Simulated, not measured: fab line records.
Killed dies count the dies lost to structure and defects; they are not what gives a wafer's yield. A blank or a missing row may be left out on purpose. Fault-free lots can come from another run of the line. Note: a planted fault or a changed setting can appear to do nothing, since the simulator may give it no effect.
Which tool did it? :: flow n5-finfet :: 27 wafers from 10 lots sampled at 5 of the route's 1938 steps

WHAT THE GAUGES READ, wafer by wafer
N5_ZERO_LAYER_INSPECT_20: inspects for defects (darkfield). Usual: 40 for raw-defect-count, sd 17.
lot: L370
measured: day 1 14:01
on: defect-inspect-02
raw-defect-count: 18 18
flag: 

lot: L371
measured: day 1 19:23
on: defect-inspect-01
raw-defect-count: 36 24 51
flag: 

lot: L375
measured: day 2 19:23
on: defect-inspect-01
raw-defect-count: 43 40 88
flag: 

lot: L376
measured: day 3 01:21
on: defect-inspect-02
raw-defect-count: 50 45 32
flag: 

lot: L383
measured: day 4 19:22
on: defect-inspect-01
raw-defect-count: 48 36 36
flag: 

lot: L384
measured: day 5 01:15
on: defect-inspect-02
raw-defect-count: 50 74 46
flag: 

lot: L385
measured: day 5 07:52
on: defect-inspect-02
raw-defect-count: 31 41
flag: 

lot: L389
measured: day 6 07:22
on: defect-inspect-01
raw-defect-count: 27 11
flag: 

lot: L391
measured: day 6 19:25
on: defect-inspect-02
raw-defect-count: 62 67 39
flag: 

lot: L393
measured: day 7 07:15
on: defect-inspect-01
raw-defect-count: 44 43 55
flag: 

N5_WELL_APT_CD_MEAS_08: the cd target is 200 nm. Usual: 199.6 nm for cd-nm, sd 2.4.
lot: L370
measured: day 1 14:26
on: cd-sem-01
cd-nm (nm): 198.9 197.2
flag: 

lot: L371
measured: day 1 19:41
on: cd-sem-02
cd-nm (nm): 200.3 203.1 198.1
flag: 

lot: L375
measured: day 2 19:41
on: cd-sem-02
cd-nm (nm): 203.2 198.8 202.7
flag: 

lot: L376
measured: day 3 01:39
on: cd-sem-03
cd-nm (nm): 197.6 197.2 196.6
flag: 

lot: L383
measured: day 4 19:40
on: cd-sem-01
cd-nm (nm): 195.2 195.1 198.2
flag: 

lot: L384
measured: day 5 01:34
on: cd-sem-01
cd-nm (nm): 196.9 197.1 195.5
flag: 

lot: L385
measured: day 5 08:17
on: cd-sem-02
cd-nm (nm): 199.8 199.6
flag: 

lot: L389
measured: day 6 07:40
on: cd-sem-01
cd-nm (nm): 197.9 197.7
flag: 

lot: L391
measured: day 6 19:43
on: cd-sem-02
cd-nm (nm): 202.5 200.7 199.1
flag: 

lot: L393
measured: day 7 07:41
on: cd-sem-01
cd-nm (nm): 200.4 203.8 200.5
flag: 

N5_BEOL_M4_RC_MEAS_101. Usual: CJ_N 4.34, standard deviation 0.1; DIBL_N 36.2 mV/V, standard deviation 2; DIBL_P 36.1 mV/V, standard deviation 2.4; IOFF_N 0.16 nA/um, standard deviation 0.035; IOFF_P 0.22 nA/um, standard deviation 0.041; ION_N 675 uA/um, standard deviation 14; ION_P 465 uA/um, standard deviation 8.6; RS_PWELL 3005 ohm/sq, standard deviation 23; SS_N 71.5 mV/dec, standard deviation 0.64; SS_P 73.2 mV/dec, standard deviation 0.76; VT_N 250 mV, standard deviation 3.9; VT_P -249 mV, standard deviation 3.4.
lot: L370
measured: day 8 07:03
on: prober-02
CJ_N: 4.43 4.42
DIBL_N (mV/V): 38.0 38.1
DIBL_P (mV/V): 37.1 37.0
IOFF_N (nA/um): 0.19 0.19
IOFF_P (nA/um): 0.23 0.22
ION_N (uA/um): 692 686
ION_P (uA/um): 470 465
RS_PWELL (ohm/sq): 3024 3002
SS_N (mV/dec): 72.1 71.9
SS_P (mV/dec): 73.5 73.8
VT_N (mV): 247 249
VT_P (mV): -248 -252
flag: 

lot: L371
measured: day 8 23:46
on: prober-01
CJ_N: 4.14 4.47 4.23
DIBL_N (mV/V): 34.7 35.5 35.6
DIBL_P (mV/V): 37.9 37.3 38.7
IOFF_N (nA/um): 0.14 0.15 0.15
IOFF_P (nA/um): 0.24 0.23 0.26
ION_N (uA/um): 670 667 663
ION_P (uA/um): 471 460 470
RS_PWELL (ohm/sq): 3019 3035 2997
SS_N (mV/dec): 70.7 71.5 71.1
SS_P (mV/dec): 73.3 73.1 74.4
VT_N (mV): 253 252 251
VT_P (mV): -247 -249 -245
flag: 

lot: L375
measured: day 9 17:11
on: prober-02
CJ_N: 4.77 4.75 4.73
DIBL_N (mV/V): 37.9 37.8 37.2
DIBL_P (mV/V): 37.8 37.7 36.9
IOFF_N (nA/um): 0.18 0.16 0.16
IOFF_P (nA/um): 0.22 0.22 0.21
ION_N (uA/um): 673 662 667
ION_P (uA/um): 459 450 456
RS_PWELL (ohm/sq): 3069 3058 3071
SS_N (mV/dec): 72.0 72.7 71.9
SS_P (mV/dec): 75.0 74.2 74.3
VT_N (mV): 248 252 249
VT_P (mV): -252 -250 -254
flag: OFF

lot: L376
measured: day 9 14:08
on: prober-01
CJ_N: 4.75 4.73 4.71
DIBL_N (mV/V): 34.6 35.5 35.5
DIBL_P (mV/V): 34.2 35.9 35.6
IOFF_N (nA/um): 0.13 0.15 0.15
IOFF_P (nA/um): 0.19 0.21 0.21
ION_N (uA/um): 658 673 668
ION_P (uA/um): 450 463 469
RS_PWELL (ohm/sq): 3083 3075 3096
SS_N (mV/dec): 71.6 71.4 71.5
SS_P (mV/dec): 73.2 74.1 73.3
VT_N (mV): 249 249 250
VT_P (mV): -254 -249 -252
flag: OFF

lot: L383
measured: day 11 15:52
on: prober-01
CJ_N: 4.16 4.20 4.16
DIBL_N (mV/V): 37.1 35.0 36.6
DIBL_P (mV/V): 38.2 35.3 38.1
IOFF_N (nA/um): 0.16 0.13 0.16
IOFF_P (nA/um): 0.24 0.19 0.23
ION_N (uA/um): 678 661 679
ION_P (uA/um): 467 461 472
RS_PWELL (ohm/sq): 3011 3018 3022
SS_N (mV/dec): 71.9 71.2 71.1
SS_P (mV/dec): 73.2 72.9 73.7
VT_N (mV): 249 254 251
VT_P (mV): -248 -249 -248
flag: 

lot: L384
measured: day 11 22:15
on: prober-01
CJ_N: 4.25 4.26 4.27
DIBL_N (mV/V): 38.9 39.1 36.9
DIBL_P (mV/V): 38.2 38.8 34.9
IOFF_N (nA/um): 0.21 0.21 0.16
IOFF_P (nA/um): 0.26 0.28 0.22
ION_N (uA/um): 693 697 672
ION_P (uA/um): 479 473 459
RS_PWELL (ohm/sq): 2994 2989 3003
SS_N (mV/dec): 72.0 71.6 71.2
SS_P (mV/dec): 73.1 74.4 74.1
VT_N (mV): 242 247 247
VT_P (mV): -246 -244 -249
flag: 

lot: L385
measured: day 12 00:40
on: prober-02
CJ_N: 4.33 4.32
DIBL_N (mV/V): 37.6 33.6
DIBL_P (mV/V): 37.2 33.2
IOFF_N (nA/um): 0.17 0.12
IOFF_P (nA/um): 0.23 0.18
ION_N (uA/um): 680 682
ION_P (uA/um): 462 476
RS_PWELL (ohm/sq): 2979 2995
SS_N (mV/dec): 72.6 70.6
SS_P (mV/dec): 73.5 71.9
VT_N (mV): 250 253
VT_P (mV): -247 -250
flag: 

lot: L389
measured: day 13 05:14
on: prober-02
CJ_N: 4.32 4.33
DIBL_N (mV/V): 34.1 36.5
DIBL_P (mV/V): 34.6 36.2
IOFF_N (nA/um): 0.12 0.16
IOFF_P (nA/um): 0.19 0.19
ION_N (uA/um): 664 652
ION_P (uA/um): 465 443
RS_PWELL (ohm/sq): 3021 3015
SS_N (mV/dec): 71.1 72.1
SS_P (mV/dec): 73.1 74.3
VT_N (mV): 257 251
VT_P (mV): -251 -254
flag: 

lot: L391
measured: day 13 07:56
on: prober-02
CJ_N: 4.38 4.40 4.30
DIBL_N (mV/V): 35.1 39.0 39.5
DIBL_P (mV/V): 34.5 38.9 40.1
IOFF_N (nA/um): 0.12 0.17 0.18
IOFF_P (nA/um): 0.15 0.20 0.21
ION_N (uA/um): 673 664 679
ION_P (uA/um): 450 453 456
RS_PWELL (ohm/sq): 2987 3011 3014
SS_N (mV/dec): 70.5 72.7 72.6
SS_P (mV/dec): 73.3 74.4 73.8
VT_N (mV): 255 254 256
VT_P (mV): -255 -252 -253
flag: 

lot: L393
measured: day 14 02:49
on: prober-01
CJ_N: 4.33 4.32 4.34
DIBL_N (mV/V): 36.4 36.0 33.9
DIBL_P (mV/V): 36.3 36.5 33.8
IOFF_N (nA/um): 0.15 0.14 0.12
IOFF_P (nA/um): 0.18 0.18 0.16
ION_N (uA/um): 654 671 669
ION_P (uA/um): 446 454 458
RS_PWELL (ohm/sq): 2979 3017 2998
SS_N (mV/dec): 71.6 71.5 70.8
SS_P (mV/dec): 73.3 73.3 71.7
VT_N (mV): 257 254 254
VT_P (mV): -255 -254 -256
flag: 

WHAT TOOL EACH LOT RAN ON (gives the tool, then ch and the chambers of the sampled wafers, and finally the start)
lot: L370
N5_PMOS_HMC_CHANNEL_EPI_HM_OPEN_15: rie-diel-06 ch 1,2, day 1 18:41
N5_PMOS_HMC_CHANNEL_EPI_EPI_26: epi-rpcvd-01 ch 0, day 1 21:30

lot: L371
N5_PMOS_HMC_CHANNEL_EPI_HM_OPEN_15: rie-diel-02 ch 0,3, day 1 23:30
N5_PMOS_HMC_CHANNEL_EPI_EPI_26: epi-rpcvd-03 ch 0, day 2 01:50

lot: L375
N5_PMOS_HMC_CHANNEL_EPI_HM_OPEN_15: rie-diel-05 ch 0,3, day 2 23:19
N5_PMOS_HMC_CHANNEL_EPI_EPI_26: epi-rpcvd-02, day 3 01:40

lot: L376
N5_PMOS_HMC_CHANNEL_EPI_HM_OPEN_15: rie-diel-02 ch 0,3, day 3 05:17
N5_PMOS_HMC_CHANNEL_EPI_EPI_26: epi-rpcvd-03, day 3 07:41

lot: L383
N5_PMOS_HMC_CHANNEL_EPI_HM_OPEN_15: rie-diel-06 ch 0,1,3, day 4 23:29
N5_PMOS_HMC_CHANNEL_EPI_EPI_26: epi-rpcvd-03 ch 0, day 5 01:46

lot: L384
N5_PMOS_HMC_CHANNEL_EPI_HM_OPEN_15: rie-diel-02 ch 0,2, day 5 05:51
N5_PMOS_HMC_CHANNEL_EPI_EPI_26: epi-rpcvd-02 ch 0, day 5 08:32

lot: L385
N5_PMOS_HMC_CHANNEL_EPI_HM_OPEN_15: rie-diel-02 ch 1, day 5 12:05
N5_PMOS_HMC_CHANNEL_EPI_EPI_26: epi-rpcvd-02 ch 0, day 5 14:31

lot: L389
N5_PMOS_HMC_CHANNEL_EPI_HM_OPEN_15: rie-diel-06 ch 0,2, day 6 12:02
N5_PMOS_HMC_CHANNEL_EPI_EPI_26: epi-rpcvd-02 ch 0, day 6 14:32

lot: L391
N5_PMOS_HMC_CHANNEL_EPI_HM_OPEN_15: rie-diel-02 ch 1,3, day 6 23:59
N5_PMOS_HMC_CHANNEL_EPI_EPI_26: epi-rpcvd-03 ch 0, day 7 02:19

lot: L393
N5_PMOS_HMC_CHANNEL_EPI_HM_OPEN_15: rie-diel-02 ch 0,2,3, day 7 11:11
N5_PMOS_HMC_CHANNEL_EPI_EPI_26: epi-rpcvd-02 ch 0, day 7 13:30
- N5_PMOS_HMC_CHANNEL_EPI_HM_OPEN_15: chemistry CHF3/O2, target SiO2, target depth 40.6 nm, time 20.3 s.
- N5_PMOS_HMC_CHANNEL_EPI_EPI_26: deposits Si from SiH4/H2, target thk 3.8 nm, time 22.7 s.

AS READ BY THE TOOLS THEMSELVES (means over the sampled wafers that have a number; for cases with no such wafer, the mark the record gives instead)
N5_PMOS_HMC_CHANNEL_EPI_HM_OPEN_15. Usual: drypump-motor-current-A 5.9 A, standard deviation 0.36; oes_o_777_au 0.80 a.u., standard deviation 0.07; oes-product-au 0.80 a.u., standard deviation 0.076; rf-vpp-V 518 V, standard deviation 12; showerhead-plenum-p-Torr 2.40 Torr, standard deviation 0.097; throttle-valve-pct 18.83 %, standard deviation 0.2.
lot: L370
tool: rie-diel-06
drypump-motor-current-A (A): 5.7
oes_o_777_au (a.u.): 0.76
oes-product-au (a.u.): 0.78
rf-vpp-V (V): 524
showerhead-plenum-p-Torr (Torr): 2.43
throttle-valve-pct (%): 18.90
flag: 

lot: L371
tool: rie-diel-02
drypump-motor-current-A (A): 5.9
oes_o_777_au (a.u.): 0.86
oes-product-au (a.u.): 0.88
rf-vpp-V (V): 518
showerhead-plenum-p-Torr (Torr): 2.39
throttle-valve-pct (%): 18.70
flag: 

lot: L375
tool: rie-diel-05
drypump-motor-current-A (A): 5.8
oes_o_777_au (a.u.): 0.82
oes-product-au (a.u.): 0.85
rf-vpp-V (V): 543
showerhead-plenum-p-Torr (Torr): 2.48
throttle-valve-pct (%): 19.00
flag: 

lot: L376
tool: rie-diel-02
drypump-motor-current-A (A): 5.5
oes_o_777_au (a.u.): 0.83
oes-product-au (a.u.): 0.82
rf-vpp-V (V): 507
showerhead-plenum-p-Torr (Torr): 2.39
throttle-valve-pct (%): 18.72
flag: 

lot: L383
tool: rie-diel-06
drypump-motor-current-A (A): 6.2
oes_o_777_au (a.u.): 0.79
oes-product-au (a.u.): 0.79
rf-vpp-V (V): 515
showerhead-plenum-p-Torr (Torr): 2.37
throttle-valve-pct (%): 18.87
flag: 

lot: L384
tool: rie-diel-02
drypump-motor-current-A (A): 5.6
oes_o_777_au (a.u.): 0.83
oes-product-au (a.u.): 0.84
rf-vpp-V (V): 519
showerhead-plenum-p-Torr (Torr): 2.50
throttle-valve-pct (%): 18.87
flag: 

lot: L385
tool: rie-diel-02
drypump-motor-current-A (A): 6.0
oes_o_777_au (a.u.): 0.76
oes-product-au (a.u.): 0.72
rf-vpp-V (V): 510
showerhead-plenum-p-Torr (Torr): 2.28
throttle-valve-pct (%): 18.77
flag: 

lot: L389
tool: rie-diel-06
drypump-motor-current-A (A): 5.9
oes_o_777_au (a.u.): 0.82
oes-product-au (a.u.): 0.82
rf-vpp-V (V): 516
showerhead-plenum-p-Torr (Torr): 2.48
throttle-valve-pct (%): 18.77
flag: 

lot: L391
tool: rie-diel-02
drypump-motor-current-A (A): 6.1
oes_o_777_au (a.u.): 0.78
oes-product-au (a.u.): 0.77
rf-vpp-V (V): 515
showerhead-plenum-p-Torr (Torr): 2.31
throttle-valve-pct (%): 18.78
flag: 

lot: L393
tool: rie-diel-02
drypump-motor-current-A (A): 5.7
oes_o_777_au (a.u.): 0.81
oes-product-au (a.u.): 0.82
rf-vpp-V (V): 518
showerhead-plenum-p-Torr (Torr): 2.43
throttle-valve-pct (%): 18.83
flag: 

N5_PMOS_HMC_CHANNEL_EPI_EPI_26. Usual: chamber-pressure-Torr 20.00 Torr, standard deviation 0.045; lamp-inner-pct 12.5 %, standard deviation 0.88; throttle-valve-pct 11.1 %, standard deviation 0.44.
lot: L370
tool: epi-rpcvd-01
chamber-pressure-Torr (Torr): 19.98
lamp-inner-pct (%): 14.1
throttle-valve-pct (%): 10.7
flag: 

lot: L371
tool: epi-rpcvd-03
chamber-pressure-Torr (Torr): 20.06
lamp-inner-pct (%): 11.7
throttle-valve-pct (%): 11.5
flag: 

lot: L375
tool: epi-rpcvd-02
chamber-pressure-Torr (Torr): -
lamp-inner-pct (%): -
throttle-valve-pct (%): -
flag: OFF

lot: L376
tool: epi-rpcvd-03
chamber-pressure-Torr (Torr): -
lamp-inner-pct (%): -
throttle-valve-pct (%): -
flag: OFF

lot: L383
tool: epi-rpcvd-03
chamber-pressure-Torr (Torr): 19.98
lamp-inner-pct (%): 11.7
throttle-valve-pct (%): 11.5
flag: 

lot: L384
tool: epi-rpcvd-02
chamber-pressure-Torr (Torr): 20.04
lamp-inner-pct (%): 12.5
throttle-valve-pct (%): 10.8
flag: 

lot: L385
tool: epi-rpcvd-02
chamber-pressure-Torr (Torr): 20.01
lamp-inner-pct (%): 12.5
throttle-valve-pct (%): 10.8
flag: 

lot: L389
tool: epi-rpcvd-02
chamber-pressure-Torr (Torr): 20.02
lamp-inner-pct (%): 12.6
throttle-valve-pct (%): 10.9
flag: 

lot: L391
tool: epi-rpcvd-03
chamber-pressure-Torr (Torr): 19.94
lamp-inner-pct (%): 11.8
throttle-valve-pct (%): 11.6
flag: 

lot: L393
tool: epi-rpcvd-02
chamber-pressure-Torr (Torr): 20.01
lamp-inner-pct (%): 12.4
throttle-valve-pct (%): 10.8
flag: 

THE ANSWER, worked out from the rows above alone
Rule: lot off if the mean of its wafers having a number is beyond 3 standard deviations from the usual mean. A lot without any number at a reading at which 4 lots or more have one is off too. Where the step has rows for the other lots, those lots are counted as sound. First the gauges in route order, then the tools' own readings, where a lot's mean is used as printed above. At the first step where some lot is off, the reading lying furthest off is the one used; lots without a number count as furthest.
Off: at N5_BEOL_M4_RC_MEAS_101 (CJ_N), L375, L376.
If a tool, at a process step before that reading, ran all the lots that are off and no sound lot after the first of them, it fits. Not tried: the gauges at N5_BEOL_M4_RC_MEAS_101; whatever is off there is also off at N5_PMOS_HMC_CHANNEL_EPI_EPI_26, on other tools, and gauge error can't account for it. Not one of the candidates tried fits.

WHAT THE SIMULATOR HAD INSERTED
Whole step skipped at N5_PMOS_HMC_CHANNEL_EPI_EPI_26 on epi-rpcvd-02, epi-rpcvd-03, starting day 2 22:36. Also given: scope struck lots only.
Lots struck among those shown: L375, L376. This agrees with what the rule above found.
